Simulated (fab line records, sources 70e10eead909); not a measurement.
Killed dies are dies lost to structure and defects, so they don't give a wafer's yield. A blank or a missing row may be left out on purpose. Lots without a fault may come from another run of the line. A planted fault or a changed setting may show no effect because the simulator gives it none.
fab line records | flow nand_harc
record lots=14 wafers=40 last_day=33
route steps=1302 shown A_ZERO_WELL@412 A_SOURCE_PLATE@420 A_ONON_D1@438 END@1302
lots that met no fault: from a run of the same line without faults
start_h: hours from the record's first day to the start of the lot's first wafer shown | wait_h: hours since the lot's step before | " the same as in the row above | L1.1+2: a row that stands for several wafers | - no value, or no start given | * or withheld: withheld | < > ~ a bound
route shown NAME@n: a module of which the file shows steps, and the number in the route of the first | usual: mean/standard deviation of fault-free wafers | same: alike in all rows | chamber/n: place in a boat | sites: the reading at each site | _std_site: their standard deviation | _edge_site: outer sites' mean less inner sites' | radius_mm: how far each site lies from the wafer's centre | mask NAME#n: copy n | behind: the tool/chamber that last shaped the wafer | hold: why the lot was held/for how many hours/how that ended | device: the transistor (n, p or np) that didn't switch | end of line: the same wafers' tests at the end of the route | a step without rows: its recipe alone | killed: dies lost to structure and defects at the first sort, not the wafer's yield | map: a wafer's dies, x killed, . not, _ none there
set.NAME: the setting as run; set.NAME@STEP: as run at that earlier step | model.NAME: the simulator's own value behind a step, which no gauge read
steps of the route over a sample of lots; a table a step, a row a wafer
services: from which hour (start_h, from the record's first day; less than 0 if before it) a tool's chamber was out of use, for how many hours, and why
## steps
# step NHARC_A_ZERO_WELL_INSPECT_17
# usual raw_defect_count=11/5.6
# columns lot.wafer tool chamber start_h wait_h raw_defect_count
L651.1 defect_inspect-01 - 150.57 0.2 14
L651.4 " - " " 20
L651.6 " - " " 13
L652.2 defect_inspect-02 - 155.61 0.2 13
L652.5 " - " " 13
L652.6 " - " " 8
L653.2 defect_inspect-01 - 168.76 0.1 11
L653.5 " - " " 12
L653.6 " - " " 5
L654.2 defect_inspect-02 - 176.30 0.1 9
L654.4 " - " " 19
L654.6 " - " " 20
L656.1 defect_inspect-01 - 189.03 0.2 12
L656.2 " - " " 14
L656.3 " - " " 17
L657.1 defect_inspect-02 - 197.99 0.2 5
L657.3 " - " " 22
L657.5 " - " " 19
L661.1 defect_inspect-01 - 242.06 0.2 18
L661.3 " - " " 9
L661.6 " - " " 11
L663.1 defect_inspect-01 - 258.34 0.2 5
L663.3 " - " " 11
L663.4 " - " " 3
L665.1 defect_inspect-02 - 292.24 0.2 18
L665.2 " - " " 13
L665.5 " - " " 19
L666.1 defect_inspect-01 - 298.21 0.2 11
L666.3 " - " " 6
L667.2 defect_inspect-01 - 318.98 0.1 9
L667.3 " - " " 5
L669.4 defect_inspect-01 - 326.06 0.1 12
L669.5 " - " " 11
L669.6 " - " " 11
L673.2 defect_inspect-02 - 357.58 0.1 15
L673.3 " - " " 6
L673.4 " - " " 13
L674.1 defect_inspect-02 - 370.25 0.2 9
L674.2 " - " " 16
L674.5 " - " " 13
# step NHARC_A_SOURCE_PLATE_THK_MEAS_06
# recipe thk_meas_gauge=ellipsometry
# usual thk_nm=199.9/2.8
# columns lot.wafer tool chamber start_h wait_h thk_nm
L651.1 film_metro-01 - 170.95 0.4 204.3
L651.4 " - " " 204.1
L651.6 " - " " 205.6
L652.2 film_metro-02 - 179.13 0.4 200.5
L652.5 " - " " 198.8
L652.6 " - " " 197.9
L653.2 film_metro-01 - 189.80 0.4 204.7
L653.5 " - " " 200.8
L653.6 " - " " 203.6
L654.2 film_metro-02 - 201.01 0.4 195.7
L654.4 " - " " 194.9
L654.6 " - " " 192.5
L656.1 film_metro-01 - 209.00 0.4 200.5
L656.2 " - " " 200.6
L656.3 " - " " 198.4
L657.1 film_metro-02 - 217.89 0.4 195.1
L657.3 " - " " 198.2
L657.5 " - " " 196.5
L661.1 film_metro-02 - 259.42 0.4 198.9
L661.3 " - " " 198.2
L661.6 " - " " 196.5
L663.1 film_metro-02 - 281.18 0.4 196.8
L663.3 " - " " 195.1
L663.4 " - " " 196.0
L665.1 film_metro-01 - 311.99 0.4 201.9
L665.2 " - " " 202.8
L665.5 " - " " 201.2
L666.1 film_metro-01 - 319.65 0.4 201.4
L666.3 " - " " 199.5
L667.2 film_metro-02 - 339.13 0.4 196.8
L667.3 " - " " 197.3
L669.4 film_metro-01 - 346.44 0.4 201.4
L669.5 " - " " 200.1
L669.6 " - " " 201.6
L673.2 film_metro-01 - 375.41 0.4 200.2
L673.3 " - " " 197.6
L673.4 " - " " 200.5
L674.1 film_metro-01 - 391.17 0.4 200.6
L674.2 " - " " 199.5
L674.5 " - " " 201.9
# step NHARC_A_ONON_D1_DEP_19
# recipe target_thk_a=10000 n2_flow_sccm=2750 n2o_flow_sccm=2000 nh3_flow_sccm=500 sih4_flow_sccm=210 temp_c=400
# columns lot.wafer tool chamber start_h wait_h
L651.1+4+6 pecvd_onon-01 0 184.60 0.1
L652.2+5+6 pecvd_onon-01 0 192.65 0.1
L653.2+5+6 pecvd_onon-01 0 200.65 0.1
L654.2+4+6 pecvd_onon-03 0 211.80 0.1
L656.1+2+3 pecvd_onon-03 0 219.78 0.1
L657.1+3+5 pecvd_onon-01 0 230.63 0.1
L661.1+3+6 pecvd_onon-03 0 269.99 0.1
L663.1+3+4 pecvd_onon-02 0 292.60 0.1
L665.1+2+5 pecvd_onon-03 0 325.06 0.1
L666.1+3 pecvd_onon-03 0 330.36 0.1
L667.2+3 pecvd_onon-03 0 350.25 0.1
L669.4+5+6 pecvd_onon-01 0 357.43 0.2
L673.2+3+4 pecvd_onon-02 0 387.16 0.1
L674.1+2+5 pecvd_onon-01 0 401.97 0.1
# step NHARC_A_ONON_D1_THK_MEAS_21
# recipe thk_meas_gauge=ellipsometry
# usual thk_nm=1002/11
# columns lot.wafer tool chamber start_h wait_h thk_nm
L651.1 film_metro-02 - 185.11 - 1000
L651.4 " - " " 999
L651.6 " - " " 1000
L652.2 film_metro-01 - 193.11 - 1008
L652.5 " - " " 1007
L652.6 " - " " 1008
L653.2 film_metro-02 - 201.11 - 984
L653.5 " - " " 986
L653.6 " - " " 985
L654.2 film_metro-02 - 212.25 - 992
L654.4 " - " " 992
L654.6 " - " " 991
L656.1 film_metro-02 - 220.29 - 1004
L656.2 " - " " 1004
L656.3 " - " " 1003
L657.1 film_metro-01 - 231.14 - 993
L657.3 " - " " 994
L657.5 " - " " 993
L661.1 film_metro-02 - 270.50 - 1010
L661.3 " - " " 1010
L661.6 " - " " 1012
L663.1 film_metro-01 - 293.11 - 997
L663.3 " - " " 998
L663.4 " - " " 998
L665.1 film_metro-02 - 325.58 - 776
L665.2 " - " " 774
L665.5 " - " " 995
L666.1 film_metro-01 - 330.87 - 788
L666.3 " - " " 1011
L667.2 film_metro-02 - 350.70 - 776
L667.3 " - " " 997
L669.4 film_metro-01 - 357.79 - 1011
L669.5 " - " " 1011
L669.6 " - " " 1011
L673.2 film_metro-01 - 387.61 - 993
L673.3 " - " " 993
L673.4 " - " " 995
L674.1 film_metro-02 - 402.48 - 994
L674.2 " - " " 996
L674.5 " - " " 996
# step NHARC_A_ONON_D1_DEP_33
# recipe target_thk_a=2000 temp_c=400 pressure_torr=6.5 rf_w=900 teos_flow_sccm=161.4 flow_sccm=2650 target_thk_nm=200 gas=O2 material=SiO2
# usual heater_power_outer_w=307/56 heater_power_w=558/77 throttle_valve_pct=16.1/0.48
# columns lot.wafer tool chamber start_h wait_h heater_power_outer_w heater_power_w since_wet_clean_h throttle_valve_pct
L651.1 pecvd-04 0 186.86 0.1 221 457 86 16.7
L651.4 " 0 " " 232 486 - 17.1
L651.6 " 2 " " 264 462 - 16.5
L652.2 pecvd-02 0 194.90 0.1 380 651 136 16.7
L652.6 " 0 " " 379 665 - 16.0
L652.5 " 1 " " 352 655 - 17.0
L653.2 pecvd-04 2 202.89 0.1 208 389 102 16.2
L653.6 " 2 " " 218 409 - 16.6
L653.5 " 1 " " 330 540 - 15.5
L654.2 pecvd-04 2 214.05 0.1 222 395 113 16.4
L654.4 " 2 " " 231 419 - 16.3
L654.6 " 0 " " 220 491 - 17.0
L656.2 pecvd-02 0 222.05 0.1 384 630 163 16.5
L656.1 " 1 " " 386 677 163 17.0
L656.3 " 2 " " 338 599 163 15.6
L657.1 pecvd-01 0 232.96 0.1 443 761 90 16.4
L657.3 " 0 " " 452 747 - 15.9
L657.5 " 2 " " 264 491 - 15.3
L661.3 pecvd-02 0 272.25 0.1 376 642 32 16.0
L661.1 " 1 " " 268 542 32 16.2
L661.6 " 0 " " 268 496 - 16.2
L663.1 pecvd-02 0 294.87 0.1 371 628 55 16.1
L663.3 " 1 " " 227 506 55 16.1
L663.4 " 2 " " 311 574 - 15.8
L665.2 pecvd-04 2 327.40 0.1 273 467 45 16.3
L665.1 " 0 " " 331 631 45 16.9
L665.5 " 2 " " 281 490 - 16.7
L666.1 pecvd-02 0 332.62 0.1 296 530 93 15.8
L666.3 " 2 " " 318 566 93 15.7
L667.3 pecvd-04 2 352.46 0.1 314 538 70 16.5
L667.2 " 0 " " 222 471 71 16.7
L669.6 pecvd-04 0 359.69 0.2 308 594 - 16.9
L669.5 " 1 " " 409 671 - 15.7
L669.4 " 2 " " 306 523 - 16.6
L673.2 pecvd-02 2 389.49 0.1 327 594 149 15.8
L673.3 " 1 " " 309 611 149 16.2
L673.4 " 1 " " 322 636 - 16.5
L674.1 pecvd-01 1 404.24 0.1 246 497 80 16.0
L674.2 " 0 " " 475 799 80 15.8
L674.5 " 0 " " 367 628 - 15.8
# step NHARC_END_SORT_01
# recipe temp_c=25
# usual killed_at_array=61/24 killed_at_other=1.2/1.3 killed_at_periphery=3.7/2.6 killed_dies=66/23 killed_open=3.3/1.8 killed_short=2.4/1.6
# same gross_dies=677
# columns lot.wafer tool chamber start_h wait_h killed_at_array killed_at_other killed_at_periphery killed_dies killed_open killed_short
L653.2 prober-01 0 583.02 2.8 39 0 11 50 3 3
L653.5 prober-01 0 585.42 3.7 46 1 8 55 3 4
L653.6 prober-01 0 586.22 4.0 48 0 6 54 4 4
L652.2 prober-02 0 583.05 2.8 87 0 3 90 5 2
L652.5 prober-02 0 585.45 3.7 58 0 2 60 4 3
L652.6 prober-02 0 586.25 4.0 51 1 4 56 1 6
L651.1 prober-01 0 589.99 2.5 16 0 1 17 2 1
L651.4 prober-01 0 592.44 3.4 22 1 4 27 4 4
L651.6 prober-01 0 594.06 4.1 24 4 3 31 3 3
L654.2 prober-02 0 601.91 2.8 83 2 1 86 4 5
L654.4 prober-02 0 603.53 3.4 82 1 0 83 1 1
L654.6 prober-02 0 605.14 4.0 84 1 3 88 1 1
L656.1 prober-01 0 608.86 2.5 34 2 3 39 5 5
L656.2 prober-01 0 609.65 2.8 31 1 5 37 4 2
L656.3 prober-01 0 610.44 3.1 33 2 2 37 2 1
L657.1 prober-02 0 621.97 2.5 56 0 4 60 4 5
L657.3 prober-02 0 623.57 3.1 51 1 1 53 3 0
L657.5 prober-02 0 625.16 3.7 56 2 4 62 1 0
L661.1 prober-02 0 669.59 2.5 95 0 3 98 4 5
L661.3 prober-02 0 671.16 3.1 87 0 2 89 1 1
L661.6 prober-02 0 673.52 3.9 82 1 2 85 4 1
L663.1 prober-02 0 679.34 2.5 66 1 2 69 3 1
L663.3 prober-02 0 680.96 3.1 75 2 1 78 6 2
L663.4 prober-02 0 681.77 3.4 65 2 3 70 5 2
L666.1 prober-02 0 709.59 2.5 671 2 4 677 4 3
L666.3 prober-02 0 711.20 3.1 82 0 4 86 4 5
L665.1 prober-01 0 716.55 2.5 668 3 6 677 1 2
L665.2 prober-01 0 717.35 2.8 671 1 5 677 3 1
L665.5 prober-01 0 719.76 3.7 44 3 2 49 3 2
L667.2 prober-02 0 750.81 2.8 674 0 3 677 3 0
L667.3 prober-02 0 751.63 3.1 77 1 5 83 4 3
L669.4 prober-01 0 771.72 3.4 69 0 5 74 2 1
L669.5 prober-01 0 772.53 3.7 78 0 3 81 3 3
L669.6 prober-01 0 773.33 4.0 91 0 8 99 4 2
L673.2 prober-02 0 781.07 2.9 35 2 7 44 5 3
L673.3 prober-02 0 781.86 3.1 25 2 6 33 6 2
L673.4 prober-02 0 782.66 3.4 30 1 3 34 3 3
L674.1 prober-02 0 788.04 2.5 23 3 5 31 2 2
L674.2 prober-02 0 788.84 2.8 23 2 2 27 7 0
L674.5 prober-02 0 791.25 3.7 25 3 3 31 2 3
# killed by level:class
L653.2 A_SLIT:chamber_film_flake=22 P_GATE:chamber_film_flake=7 P_M1:chamber_film_flake=4 A_CHANNEL_HOLE_D2:chamber_film_flake=4 A_CONTACT:chamber_film_flake=3 A_ONON_D2:geometric_particle:short=2 A_BLC:geometric_particle:open=2 A_CHANNEL_HOLE_D1:chamber_film_flake=2
L652.2 A_CHANNEL_HOLE_D1:chamber_film_flake=39 A_CHANNEL_HOLE_D2:chamber_film_flake=32 A_WL_FILL:chamber_film_flake=4 A_DECK1_JOINT:geometric_particle:short=2 P_ZERO_WELL:chamber_film_flake=2 A_STAIRCASE:chamber_film_flake=2 P_M0:geometric_particle:open=1 A_DECK1_JOINT:geometric_particle:open=1
L653.5 A_SLIT:chamber_film_flake=23 P_GATE:chamber_film_flake=6 A_CHANNEL_HOLE_D1:chamber_film_flake=6 A_CHANNEL_HOLE_D2:chamber_film_flake=6 A_CONTACT:chamber_film_flake=2 P_M0:geometric_particle:open=1 A_CHANNEL_HOLE_D1:geometric_particle:short=1 A_CHANNEL_FILL_D1:geometric_particle:short=1
L652.5 A_CHANNEL_HOLE_D1:chamber_film_flake=23 A_CHANNEL_HOLE_D2:chamber_film_flake=23 A_CHANNEL_FILL_D2:geometric_particle:open=3 A_WL_FILL:chamber_film_flake=3 P_M0:geometric_particle:short=1 P_M2:geometric_particle:open=1 A_ONON_D1:geometric_particle:short=1 A_ONON_D2:geometric_particle:short=1
L653.6 A_SLIT:chamber_film_flake=29 P_GATE:chamber_film_flake=6 A_CHANNEL_HOLE_D2:chamber_film_flake=5 A_CONTACT:chamber_film_flake=4 A_WL_FILL:geometric_particle:short=2 A_M0:geometric_particle:open=2 A_M0:geometric_particle:short=2 A_ONON_D1:geometric_particle:open=1
L652.6 A_CHANNEL_HOLE_D1:chamber_film_flake=22 A_CHANNEL_HOLE_D2:chamber_film_flake=15 A_STAIRCASE:chamber_film_flake=3 A_CONTACT:chamber_film_flake=3 A_CHANNEL_FILL_D1:geometric_particle:short=2 A_CHANNEL_FILL_D1:chamber_film_flake=2 A_CHANNEL_FILL_D2:chamber_film_flake=2 P_CONTACT:geometric_particle:short=1
L651.1 A_STAIRCASE:chamber_film_flake=5 A_CHANNEL_HOLE_D2:chamber_film_flake=4 A_CHANNEL_HOLE_D1:chamber_film_flake=2 A_DECK1_JOINT:chamber_film_flake=2 P_M0:geometric_particle:open=1 A_CHANNEL_FILL_D2:geometric_particle:open=1 A_CONTACT:geometric_particle:short=1 A_CHANNEL_FILL_D2:chamber_film_flake=1
L651.4 A_CHANNEL_HOLE_D2:chamber_film_flake=5 A_STAIRCASE:chamber_film_flake=3 A_CONTACT:chamber_film_flake=3 A_CHANNEL_HOLE_D1:chamber_film_flake=2 A_DECK1_JOINT:chamber_film_flake=2 P_STI:geometric_particle:short=1 P_CONTACT:geometric_particle:short=1 A_SOURCE_PLATE:geometric_particle:short=1
L651.6 A_CHANNEL_HOLE_D2:chamber_film_flake=7 A_STAIRCASE:chamber_film_flake=6 THIN_TSV:chamber_film_flake=4 A_CHANNEL_HOLE_D1:chamber_film_flake=2 A_CHANNEL_FILL_D1:chamber_film_flake=2 P_M0:geometric_particle:short=1 P_M2:geometric_particle:open=1 A_CHANNEL_HOLE_D1:geometric_particle:open=1
L654.2 A_CHANNEL_HOLE_D1:chamber_film_flake=27 A_SLIT:chamber_film_flake=26 A_CHANNEL_HOLE_D2:chamber_film_flake=7 A_CONTACT:chamber_film_flake=7 A_STAIRCASE:chamber_film_flake=4 A_CHANNEL_FILL_D2:geometric_particle:short=2 A_CHANNEL_FILL_D2:chamber_film_flake=2 THIN_TSV:chamber_film_flake=2
L654.4 A_CHANNEL_HOLE_D1:chamber_film_flake=37 A_SLIT:chamber_film_flake=24 A_CHANNEL_HOLE_D2:chamber_film_flake=6 A_CONTACT:chamber_film_flake=5 A_STAIRCASE:chamber_film_flake=4 A_DECK1_JOINT:chamber_film_flake=2 A_ONON_D2:geometric_particle:short=1 A_M1:geometric_particle:open=1
L654.6 A_CHANNEL_HOLE_D1:chamber_film_flake=36 A_SLIT:chamber_film_flake=24 A_CHANNEL_HOLE_D2:chamber_film_flake=8 A_CONTACT:chamber_film_flake=8 A_ZERO_WELL:chamber_film_flake=3 P_M1:chamber_film_flake=2 A_CHANNEL_FILL_D1:geometric_particle:short=1 A_CHANNEL_FILL_D1:geometric_particle:open=1
L656.1 A_CHANNEL_HOLE_D2:chamber_film_flake=12 A_CHANNEL_HOLE_D1:chamber_film_flake=6 A_CONTACT:chamber_film_flake=4 A_ONON_D2:geometric_particle:open=3 A_ONON_D2:geometric_particle:short=2 THIN_TSV:chamber_film_flake=2 P_M2:geometric_particle:short=1 A_CHANNEL_FILL_D1:geometric_particle:short=1
L656.2 A_CHANNEL_HOLE_D2:chamber_film_flake=11 A_STAIRCASE:chamber_film_flake=6 A_ZERO_WELL:chamber_film_flake=3 A_CHANNEL_HOLE_D1:chamber_film_flake=3 P_ZERO_WELL:chamber_film_flake=2 P_GATE:geometric_particle:open=1 P_M2:geometric_particle:short=1 A_CHANNEL_HOLE_D1:geometric_particle:short=1
L656.3 A_CHANNEL_HOLE_D2:chamber_film_flake=12 A_CHANNEL_HOLE_D1:chamber_film_flake=6 A_STAIRCASE:chamber_film_flake=5 A_ZERO_WELL:chamber_film_flake=3 A_M1:chamber_film_flake=2 THIN_TSV:chamber_film_flake=2 P_M0:geometric_particle:open=1 A_CHANNEL_FILL_D2:geometric_particle:open=1
L657.1 A_CHANNEL_HOLE_D1:chamber_film_flake=33 A_CHANNEL_HOLE_D2:chamber_film_flake=13 A_SLIT:chamber_film_flake=2 P_GATE:geometric_particle:short=1 P_CONTACT:geometric_particle:short=1 P_M2:geometric_particle:short=1 A_DECK1_JOINT:geometric_particle:open=1 A_CHANNEL_FILL_D2:geometric_particle:short=1
L657.3 A_CHANNEL_HOLE_D1:chamber_film_flake=35 A_CHANNEL_HOLE_D2:chamber_film_flake=10 A_CONTACT:chamber_film_flake=2 A_CHANNEL_HOLE_D1:geometric_particle:open=1 A_CHANNEL_FILL_D2:geometric_particle:open=1 A_M0:geometric_particle:open=1 P_ZERO_WELL:chamber_film_flake=1 A_SLIT:chamber_film_flake=1
L657.5 A_CHANNEL_HOLE_D1:chamber_film_flake=38 A_CHANNEL_HOLE_D2:chamber_film_flake=12 P_ZERO_WELL:chamber_film_flake=2 A_WL_FILL:chamber_film_flake=2 A_CONTACT:chamber_film_flake=2 THIN_TSV:chamber_film_flake=2 A_ONON_D1:geometric_particle:open=1 P_STI:chamber_film_flake=1
L661.1 A_CHANNEL_HOLE_D1:chamber_film_flake=37 A_SLIT:chamber_film_flake=29 A_SGD_CUT:chamber_film_flake=10 A_CONTACT:chamber_film_flake=8 A_WL_FILL:geometric_particle:short=3 A_M0:geometric_particle:open=2 A_CHANNEL_HOLE_D2:chamber_film_flake=2 P_CONTACT:geometric_particle:open=1
L661.3 A_SLIT:chamber_film_flake=41 A_CHANNEL_HOLE_D1:chamber_film_flake=32 A_CONTACT:chamber_film_flake=5 A_CHANNEL_HOLE_D2:unspecified=3 A_CHANNEL_HOLE_D2:chamber_film_flake=2 A_SGD_CUT:chamber_film_flake=2 A_SGD_CUT:geometric_particle:short=1 A_CONTACT:geometric_particle:open=1
L661.6 A_SLIT:chamber_film_flake=35 A_CHANNEL_HOLE_D1:chamber_film_flake=30 A_CONTACT:chamber_film_flake=6 A_DECK1_JOINT:geometric_particle:open=2 A_CHANNEL_FILL_D1:chamber_film_flake=2 A_SGD_CUT:chamber_film_flake=2 P_CONTACT:geometric_particle:open=1 A_ONON_D1:geometric_particle:short=1
L663.1 A_CHANNEL_HOLE_D1:chamber_film_flake=29 A_CHANNEL_HOLE_D2:chamber_film_flake=18 A_STAIRCASE:chamber_film_flake=7 A_CONTACT:chamber_film_flake=5 A_SLIT:chamber_film_flake=2 P_M0:geometric_particle:open=1 A_CHANNEL_HOLE_D2:geometric_particle:short=1 A_BLC:geometric_particle:open=1
L663.3 A_CHANNEL_HOLE_D1:chamber_film_flake=33 A_CHANNEL_HOLE_D2:chamber_film_flake=19 A_STAIRCASE:chamber_film_flake=10 A_CHANNEL_HOLE_D1:geometric_particle:open=2 A_CHANNEL_FILL_D1:geometric_particle:short=2 A_CONTACT:chamber_film_flake=2 A_SLIT:chamber_film_flake=2 A_DECK1_JOINT:geometric_particle:open=1
L663.4 A_CHANNEL_HOLE_D1:chamber_film_flake=36 A_CHANNEL_HOLE_D2:chamber_film_flake=11 A_STAIRCASE:chamber_film_flake=6 A_SLIT:chamber_film_flake=3 A_M0:geometric_particle:open=2 P_ZERO_WELL:chamber_film_flake=2 A_CONTACT:chamber_film_flake=2 THIN_TSV:chamber_film_flake=2
L666.1 A_ONON_D1:area_dep=596 A_CHANNEL_HOLE_D1:chamber_film_flake=34 A_CHANNEL_HOLE_D2:chamber_film_flake=23 A_CONTACT:chamber_film_flake=10 A_ZERO_WELL:chamber_film_flake=2 THIN_TSV:chamber_film_flake=2 P_GATE:geometric_particle:open=1 A_ONON_D2:geometric_particle:short=1
L666.3 A_CHANNEL_HOLE_D1:chamber_film_flake=35 A_CHANNEL_HOLE_D2:chamber_film_flake=25 A_CONTACT:chamber_film_flake=7 A_SLIT:chamber_film_flake=5 P_GATE:chamber_film_flake=2 A_ZERO_WELL:chamber_film_flake=2 P_GATE:geometric_particle:open=1 P_M1:geometric_particle:short=1
L665.1 A_ONON_D1:area_dep=611 A_CHANNEL_HOLE_D1:chamber_film_flake=42 A_STAIRCASE:chamber_film_flake=5 P_CONTACT:chamber_film_flake=4 A_CONTACT:chamber_film_flake=4 THIN_TSV:chamber_film_flake=3 A_SLIT:chamber_film_flake=2 A_ONON_D1:geometric_particle:open=1
L665.2 A_ONON_D1:area_dep=624 A_CHANNEL_HOLE_D1:chamber_film_flake=29 A_SLIT:chamber_film_flake=7 A_CONTACT:chamber_film_flake=4 A_STAIRCASE:chamber_film_flake=3 P_CONTACT:geometric_particle:open=2 P_M0:geometric_particle:open=1 A_ONON_D2:geometric_particle:short=1
L665.5 A_CHANNEL_HOLE_D1:chamber_film_flake=31 A_SLIT:chamber_film_flake=3 THIN_TSV:chamber_film_flake=3 A_SGD_CUT:chamber_film_flake=2 A_CONTACT:chamber_film_flake=2 P_CONTACT:geometric_particle:open=1 A_CHANNEL_FILL_D1:geometric_particle:short=1 A_WL_FILL:geometric_particle:short=1
L667.2 A_ONON_D1:area_dep=604 A_CHANNEL_HOLE_D1:chamber_film_flake=32 A_CHANNEL_HOLE_D2:chamber_film_flake=28 A_SLIT:chamber_film_flake=6 P_CONTACT:geometric_particle:open=2 A_BONDPAD:chamber_film_flake=2 A_ONON_D1:geometric_particle:open=1 P_M2:chamber_film_flake=1
L667.3 A_CHANNEL_HOLE_D2:chamber_film_flake=31 A_CHANNEL_HOLE_D1:chamber_film_flake=29 A_SLIT:chamber_film_flake=6 P_M2:chamber_film_flake=2 A_STAIRCASE:chamber_film_flake=2 A_CONTACT:chamber_film_flake=2 P_GATE:geometric_particle:open=1 P_CONTACT:geometric_particle:open=1
L669.4 A_CHANNEL_HOLE_D1:chamber_film_flake=28 A_CHANNEL_HOLE_D2:chamber_film_flake=24 A_CONTACT:chamber_film_flake=8 P_GATE:chamber_film_flake=3 A_SLIT:chamber_film_flake=3 A_WL_FILL:chamber_film_flake=2 P_M0:geometric_particle:open=1 A_CHANNEL_HOLE_D1:geometric_particle:short=1
L669.5 A_CHANNEL_HOLE_D1:chamber_film_flake=30 A_CHANNEL_HOLE_D2:chamber_film_flake=27 A_CONTACT:chamber_film_flake=11 P_GATE:chamber_film_flake=3 A_CHANNEL_FILL_D2:chamber_film_flake=2 A_ONON_D1:geometric_particle:open=1 A_CHANNEL_HOLE_D1:geometric_particle:short=1 A_CHANNEL_FILL_D1:geometric_particle:short=1
L669.6 A_CHANNEL_HOLE_D1:chamber_film_flake=39 A_CHANNEL_HOLE_D2:chamber_film_flake=30 A_CONTACT:chamber_film_flake=9 A_SLIT:chamber_film_flake=8 P_GATE:chamber_film_flake=3 P_M0:geometric_particle:open=2 A_STAIRCASE:chamber_film_flake=2 P_CONTACT:geometric_particle:open=1
L673.2 A_CONTACT:chamber_film_flake=17 A_SLIT:chamber_film_flake=8 P_GATE:chamber_film_flake=5 A_ONON_D2:geometric_particle:short=2 THIN_TSV:chamber_film_flake=2 P_M0:geometric_particle:open=1 A_ONON_D1:geometric_particle:open=1 A_CHANNEL_HOLE_D1:geometric_particle:short=1
L673.3 A_CONTACT:chamber_film_flake=11 A_SLIT:chamber_film_flake=7 P_GATE:chamber_film_flake=3 THIN_TSV:chamber_film_flake=2 P_CONTACT:geometric_particle:open=1 P_M1:geometric_particle:open=1 A_ONON_D1:geometric_particle:open=1 A_CHANNEL_FILL_D1:geometric_particle:open=1
L673.4 A_CONTACT:chamber_film_flake=10 A_SLIT:chamber_film_flake=9 A_STAIRCASE:chamber_film_flake=5 P_GATE:geometric_particle:open=1 P_M2:geometric_particle:open=1 A_ONON_D1:geometric_particle:short=1 A_CHANNEL_FILL_D2:geometric_particle:short=1 A_M0:geometric_particle:open=1
L674.1 A_SLIT:chamber_film_flake=5 A_CONTACT:chamber_film_flake=5 A_STAIRCASE:chamber_film_flake=4 A_CHANNEL_FILL_D2:chamber_film_flake=3 THIN_TSV:chamber_film_flake=3 P_GATE:chamber_film_flake=2 P_M1:geometric_particle:open=1 A_WL_FILL:geometric_particle:short=1
L674.2 A_SLIT:chamber_film_flake=10 A_CONTACT:chamber_film_flake=3 A_M0:geometric_particle:open=2 THIN_TSV:chamber_film_flake=2 P_STI:geometric_particle:open=1 P_M0:geometric_particle:open=1 A_CHANNEL_FILL_D1:geometric_particle:open=1 A_DECK1_JOINT:geometric_particle:open=1
L674.5 A_SLIT:chamber_film_flake=7 A_DECK1_JOINT:chamber_film_flake=3 A_DECK1_JOINT:geometric_particle:short=2 P_GATE:chamber_film_flake=2 A_CHANNEL_HOLE_D1:chamber_film_flake=2 A_CHANNEL_FILL_D2:chamber_film_flake=2 A_STAIRCASE:chamber_film_flake=2 A_CONTACT:chamber_film_flake=2
## services
# columns tool chamber start_h hours kind
pecvd_onon-02 - 185.14 13.0 pm
pecvd-01 2 195.37 4.4 repair
pecvd-01 2 211.66 7.9 repair
pecvd-01 - 214.50 0.7 repair
pecvd_onon-03 - 217.45 0.2 repair
pecvd-01 1 221.56 54.0 repair
pecvd-02 - 227.13 13.0 pm
pecvd-02 0 227.13 13.0 vent_cycle
pecvd-02 1 227.13 13.0 vent_cycle
pecvd-02 2 227.13 13.0 vent_cycle
pecvd_onon-03 - 227.42 13.0 pm
pecvd-02 0 240.13 - clean
pecvd-02 1 240.13 - clean
pecvd-02 2 240.13 - clean
pecvd-01 2 260.26 167.5 repair
pecvd_onon-01 - 269.00 13.0 pm
pecvd-04 - 269.01 13.0 pm
pecvd-01 - 276.26 1.3 repair
pecvd-01 1 278.56 8.9 repair
pecvd-01 - 311.14 13.0 pm
pecvd-01 - 335.16 6.4 repair
pecvd_onon-02 - 366.14 13.0 pm
pecvd-04 - 373.59 0.8 repair
pecvd_onon-03 - 390.92 1.4 repair
## key
first_sign step=NHARC_A_ONON_D1_THK_MEAS_21 reading=thk_nm direction=down sigmas=21 usual=1002 struck=778
effect step=NHARC_END_SORT_01 reading=killed_dies direction=up sigmas=27 usual=66 struck=677
more_kills_born_at NHARC_A_ONON_D1_DEP_19@pecvd_onon-03=2435
met_at NHARC_A_ONON_D1_DEP_19
struck_lots L665,L666,L667
struck_wafers L665.1,L665.2,L666.1,L667.2
later_rows_left_out L665.1,L665.2,L666.1,L667.2
tester_left_out L665,L666,L667
not_acting_at NHARC_A_ZERO_WELL_INSPECT_17,NHARC_A_SOURCE_PLATE_THK_MEAS_06,NHARC_A_ONON_D1_DEP_33
onset_between 269.99 325.06
fault kind=process_parameter_drift tool=pecvd_onon-03 chamber=- onset_h=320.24 steps=NHARC_A_ONON_D1_DEP_19 channel=target_thk_a offset=* shape=step end_h=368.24 scope=struck_wafers_only acts_in=* stated=*
# tester_left_out: of these lots the tester's yield and bins aren't shown, on N5 and GAA mostly nor the transistor test; their killed dies are dies lost to structure and defects alone, not to doping, threshold or leakage, so they don't give the yield
# later_rows_left_out: the simulator's readings of these wafers behind a module that went badly wrong aren't trusted and aren't shown, but for the sort
